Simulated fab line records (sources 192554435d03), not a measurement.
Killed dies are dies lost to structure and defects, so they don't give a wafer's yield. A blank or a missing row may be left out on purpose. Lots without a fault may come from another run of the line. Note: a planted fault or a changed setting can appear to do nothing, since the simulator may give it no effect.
Chamber matching    flow n5_finfet    N5_DUMMY_REMOVAL_STRIP_10 on rie_diel-01: 4 sister chambers
The step strips in N2/H2, time 40 s. 14 wafers are shown with their chamber, then 7 later ones without.

WAFERS, EACH WITH ITS CHAMBER
wafer   chamber  drypump_motor_current_A (A)  showerhead_plenum_p_Torr (Torr)  throttle_valve_pct (%)
L074.1  2        6.4                          3.51                             12.17
L074.4  0        5.8                          3.46                             11.86
L074.5  1        5.9                          3.27                             12.52
L078.1  0        5.8                          3.45                             11.88
L078.2  3        5.7                          3.26                             12.27
L078.6  2        6.4                          3.50                             12.21
L081.2  1        5.9                          3.26                             12.56
L081.5  3        5.7                          3.25                             12.28
L081.6  2        6.3                          3.50                             12.21
L087.2  3        5.7                          3.25                             12.31
L087.3  2        6.3                          3.49                             12.25
L087.6  0        5.8                          3.45                             11.95
L091.2  3        5.7                          3.24                             12.35
L091.4  2        6.4                          3.49                             12.28

SIGNATURES (averages over the wafers above)
reading                   chamber 0  chamber 1  chamber 2  chamber 3  scatter within a chamber
drypump_motor_current_A   5.800      5.900      6.360      5.700      0.0346
showerhead_plenum_p_Torr  3.4533     3.2650     3.4980     3.2500     0.00772
throttle_valve_pct        11.8967    12.5400    12.2240    12.3025    0.0403
Rule: distance of a wafer from a chamber = root of the sum over the readings of ((wafer's reading minus chamber's mean) / reading's scatter) squared. The wafer belongs to the nearest chamber; if the next one is less than 2 further off, it can't be placed. The scatter: the root of (the sum of the squares of (reading less its chamber's mean) over the shown wafers, divided by (wafers less chambers)).

WAFERS MISSING THEIR CHAMBER
wafer   drypump_motor_current_A (A)  showerhead_plenum_p_Torr (Torr)  throttle_valve_pct (%)
L091.5  5.7                          3.24                             12.34
L093.1  5.9                          3.25                             12.57
L093.2  5.8                          3.44                             11.97
L093.6  5.7                          3.24                             12.34
L094.2  5.7                          3.24                             12.35
L094.3  6.4                          3.49                             12.29
L094.6  6.4                          3.49                             12.29

WHICH CHAMBER EACH ONE RAN IN
wafer   from the rows above  in truth
L091.5  3                    3
L093.1  1                    1
L093.2  0                    0
L093.6  3                    3
L094.2  3                    3
L094.3  2                    2
L094.6  2                    2
Correct placement for 7 of the 7. From these rows, 0 cannot be placed. Wrongly placed: 0.
